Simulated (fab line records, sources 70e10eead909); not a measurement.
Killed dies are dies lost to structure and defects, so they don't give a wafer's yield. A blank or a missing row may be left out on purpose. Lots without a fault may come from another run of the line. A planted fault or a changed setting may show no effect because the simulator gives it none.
A struck lot beside a sound one | flow nand_harc | 15 steps out of a route of 1159
Sound: wafers L345.1, L345.5, L345.6. Struck: wafers L355.4, L355.6. (L355.1 of the same lot was not struck and is left out.) The cause comes at the end.
At each step with rows: each side's tool, then ch and its chambers, then its first start. Under that, the readings that differ: sound wafers | struck wafers | difference of the means | sigmas: that difference in standard deviations of wafers without a fault.
alike: readings whose means differ by less than 2 such deviations, and words and numbers that are the same on both sides. not compared: withheld readings, readings that some wafer has no value for, bounds like >300 that may hide the same value, and numbers for which the record gives no deviation and whose values overlap.
The two part at a step that has a row with sigmas, a row that says differs or no value, or rows on one side only. Numbers that don't overlap but have no deviation are shown without sigmas and don't part them. A reading that every wafer of one side lacks parts them only if that side has two wafers or more.

first, 5 steps without rows for these wafers: NHARC_A_BONDPAD_SOFTBAKE_04 (time 70 s); NHARC_A_BONDPAD_EBR_05; NHARC_A_BONDPAD_EXPOSE_06 (exposes mask A BPAD); NHARC_A_BONDPAD_PEB_07 (peb time 80 s); NHARC_A_BONDPAD_DEVELOP_08 (time 50 s).
NHARC_A_BONDPAD_CD_MEAS_09: target cd 500 nm.
  sound on cd_sem-02 ch 0, day 17 20:27; struck on cd_sem-01 ch 0, day 21 04:22
  alike: cd_nm
NHARC_A_BONDPAD_OVL_MEAS_35:
  sound on overlay-02, day 17 20:32; struck on overlay-01, day 21 04:27
  alike: overlay_x_nm, overlay_y_nm
then, 1 step without rows for these wafers: NHARC_A_BONDPAD_HARDBAKE_10 (time 65 s).
NHARC_A_BONDPAD_DESCUM_11: chemistry O2, time 3 s.
  sound on rie_diel-13 ch 0,3, day 17 20:41; struck on rie_diel-09 ch 0,3, day 21 04:35
  reading               | sound             | struck      | difference | sigmas
  oes_product_au (a.u.) | 1.032 1.024 1.018 | 0.996 1.004 | -0.025     | -2
  alike: drypump_motor_current_A, rf_vpp_V, showerhead_plenum_p_Torr, throttle_valve_pct
  not compared: rf_hours_counter_h
NHARC_A_BONDPAD_ETCH_34: etches the open film in N2/H2, target depth 60 nm, overetch 18 nm, time 65.91 s.
  sound on rie_diel-13 ch 0,2, day 17 20:47; struck on rie_diel-09 ch 1,2, day 21 04:40
  alike: drypump_motor_current_A, oes_product_au, rf_vpp_V, showerhead_plenum_p_Torr, throttle_valve_pct
  not compared: rf_hours_counter_h
NHARC_A_BONDPAD_ETCH_12: etches the open film in CHF3/O2, target depth 220 nm, time 110 s.
  sound on rie_diel-13 ch 0,2,3; struck on rie_diel-09 ch 1,2
  alike: chf3_flow_sccm, drypump_motor_current_A, oes_product_au, rf_vpp_V, showerhead_plenum_p_Torr, throttle_valve_pct
  not compared: rf_hours_counter_h
NHARC_A_BONDPAD_CD_MEAS_13:
  sound on cd_sem-01, day 17 21:02; struck on cd_sem-01, day 21 04:54
  alike: cd_nm
NHARC_A_BONDPAD_STRIP_15: strips in O2.
  sound on rie_diel-13 ch 2,3, day 17 21:08; struck on rie_diel-13 ch 2, day 21 04:59
  reading                        | sound             | struck      | difference | sigmas
  chamber_pressure_mTorr (mTorr) | 59.99 59.95 60.05 | 43.27 43.28 | -16.72     | -99 or more
  alike: drypump_motor_current_A, oes_product_au, rf_vpp_V, showerhead_plenum_p_Torr, throttle_valve_pct
  not compared: rf_hours_counter_h
NHARC_A_BONDPAD_ETCH_24: etches the open film in CF4/N2, target depth 30 nm, time 72.99 s.
  sound on rie_diel-13 ch 2,3, day 17 21:19; struck on rie_diel-13 ch 1
  reading                     | sound       | struck  | difference | sigmas
  drypump_motor_current_A (A) | 5.5 5.6 5.5 | 6.2 6.2 | +0.7       | +2
  alike: oes_product_au, rf_vpp_V, showerhead_plenum_p_Torr, throttle_valve_pct
  not compared: rf_hours_counter_h
NHARC_END_SORT_01:
  sound on prober-02 ch 0, day 19 10:14; struck on prober-02 ch 0, day 22 20:44
  alike: defect_limited_yield, killed_at_array, killed_at_other, killed_at_periphery, killed_dies, killed_open, killed_short, sort_bin_2_pct, sort_bin_3_pct, sort_bin_4_pct, sort_n_pass, sort_rim_yield_pct, sort_yield_pct

WHERE THEY PART
First at NHARC_A_BONDPAD_DESCUM_11; last, within this record, at NHARC_A_BONDPAD_ETCH_24. Later steps at which nothing parts them and some readings are alike: NHARC_END_SORT_01.

WHY: what the simulator had put in
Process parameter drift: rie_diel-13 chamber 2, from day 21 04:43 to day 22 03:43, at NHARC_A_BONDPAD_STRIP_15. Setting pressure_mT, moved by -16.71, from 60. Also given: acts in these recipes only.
